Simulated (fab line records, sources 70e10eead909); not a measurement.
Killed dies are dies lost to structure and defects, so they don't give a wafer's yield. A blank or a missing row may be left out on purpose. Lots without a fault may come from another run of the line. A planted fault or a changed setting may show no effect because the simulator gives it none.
Which tool did it? | flow nand_harc | 12 lots, 36 wafers sampled, at 3 steps of a route of 1302

WHAT THE GAUGES READ, wafer by wafer
NHARC_A_SLIT_CD_MEAS_09: target cd 300 nm.
lot  | measured     | on        | cd_nm (nm)
L075 | day 20 09:58 | cd_sem-03 | 301.4 300.5 300.9
L078 | day 21 05:10 | cd_sem-01 | 300.9 301.1 299.9
L079 | day 22 04:38 | cd_sem-02 | 300.8 300.8 301.1
L081 | day 22 12:27 | cd_sem-03 | 299.8 300.8 300.4
L082 | day 23 05:43 | cd_sem-03 | 300.7 299.5 300.2
L085 | day 23 23:59 | cd_sem-02 | 299.6 300.1 300.3
L087 | day 24 14:11 | cd_sem-02 | 300.2 300.7 300.8
L088 | day 25 13:07 | cd_sem-02 | 300.6 299.9 300.7
L090 | day 26 12:04 | cd_sem-02 | 300.5 299.7 299.9
L093 | day 27 12:47 | cd_sem-02 | 300.7 300.9 300.9
L095 | day 28 11:49 | cd_sem-03 | 300.9 300.0 299.3
L097 | day 29 00:44 | cd_sem-01 | 299.3 300.6 299.3

WHICH TOOL RAN EACH LOT (tool, then ch and the chambers of the sampled wafers, then the start)
lot  | NHARC_A_STAIRCASE_DESCUM_312       | NHARC_A_STAIRCASE_STRIP_316
L075 | rie_diel-10 ch 0,1, day 17 13:16   | rie_diel-10 ch 0,1, day 20 09:58 or earlier
L078 | rie_diel-02 ch 0,3, day 18 10:04   | rie_diel-02 ch 0,3, day 21 05:10 or earlier
L079 | rie_diel-01 ch 0,1,2, day 19 10:50 | rie_diel-01 ch 1,2,3, day 22 04:38 or earlier
L081 | rie_diel-01 ch 0,1,3, day 19 23:28 | rie_diel-01 ch 0,2,3, day 22 12:27 or earlier
L082 | rie_diel-01 ch 0,2,3, day 20 16:04 | rie_diel-01 ch 0,3, day 23 05:43 or earlier
L085 | rie_diel-01 ch 0,2,3, day 21 14:30 | rie_diel-01 ch 2,3, day 23 23:59 or earlier
L087 | rie_diel-10 ch 0,1,2, day 22 02:50 | rie_diel-10 ch 0,2,3, day 24 14:11 or earlier
L088 | rie_diel-02 ch 0,1,2, day 23 03:56 | rie_diel-02 ch 0,1, day 25 13:07 or earlier
L090 | rie_diel-01 ch 0,2,3, day 24 02:47 | rie_diel-01 ch 2,3, day 26 12:04 or earlier
L093 | rie_diel-01 ch 1,3, day 25 01:20   | rie_diel-01 ch 1,2,3, day 27 12:47 or earlier
L095 | rie_diel-02 ch 0,2,3, day 25 23:16 | rie_diel-02 ch 0,2,3, day 28 11:49 or earlier
L097 | rie_diel-01 ch 0,1,3, day 26 06:58 | rie_diel-01 ch 0,1,2, day 29 00:44 or earlier
- NHARC_A_STAIRCASE_DESCUM_312: chemistry O2, time 3 s.
- NHARC_A_STAIRCASE_STRIP_316: strips in O2.

THE ANSWER, worked out from the rows above alone
Rule: what is usual is taken from the lots themselves. Put in order of their means at a reading, lots are off if they are a third of the lots or fewer, leave a main group of 4 or more, and stand apart from it by a gap of 3 or more times the standard deviation of the main group's means; of several such gaps the widest counts. A main group whose means are all the same, to the digits that the tables above print for the reading, isn't used. A lot without any number at a reading at which 4 lots or more have one is off too. The other lots that the step has rows for count as sound.
No lot is off at any reading shown: from this, nothing can be told.

WHAT THE SIMULATOR HAD PUT IN
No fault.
